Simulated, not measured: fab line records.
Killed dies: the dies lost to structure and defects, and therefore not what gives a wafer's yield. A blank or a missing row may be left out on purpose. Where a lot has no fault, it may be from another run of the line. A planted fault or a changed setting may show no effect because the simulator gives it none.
Matching of chambers	flow nandHarc	NHARC_P_BONDPAD_STRIP_15 on rieDiel-01 has 4 sister chambers
The step strips in O2. 4 wafers are shown with their chamber, then 8 later ones without.

== WAFERS, EACH WITH ITS CHAMBER ==
wafer	chamber	drypumpMotorCurrentA (A)
L080.2	3	5.3
L089.1	1	5.2
L089.2	0	5.1
L094.1	2	5.8

== WAFERS MISSING THEIR CHAMBER ==
wafer	drypumpMotorCurrentA (A)
L094.2	5.4
L094.5	5.7
L095.3	5.4
L095.4	5.2
L095.6	5.1
L095.1	5.7
L095.2	5.1
L095.5	5.4

== EACH ONE'S CHAMBER ==
wafer	from the rows above	in truth
L094.2	can't be placed: 3 or 1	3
L094.5	2	2
L095.3	can't be placed: 3 or 1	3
L095.4	can't be placed: 1 or 3 or 0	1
L095.6	can't be placed: 0 or 1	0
L095.1	2	2
L095.2	can't be placed: 0 or 1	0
L095.5	can't be placed: 3 or 1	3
Correctly placed: 2 of 8. Not placeable from these rows: 6 (in 6, the candidates include the true chamber). Number placed wrongly: 0.
How it was worked out, from the rows above alone: a wafer's distance from a chamber is the root of the sum, over the readings, of the square of ((its reading less the chamber's mean) divided by the reading's scatter). The wafer belongs to the nearest chamber; if the next one is less than 2 further off, it can't be placed. A chamber's mean is the mean of its shown wafers. The scatter (one wafer shown for each chamber): square how far every hidden wafer sits from the nearest shown wafer, average those squares and take the square root.
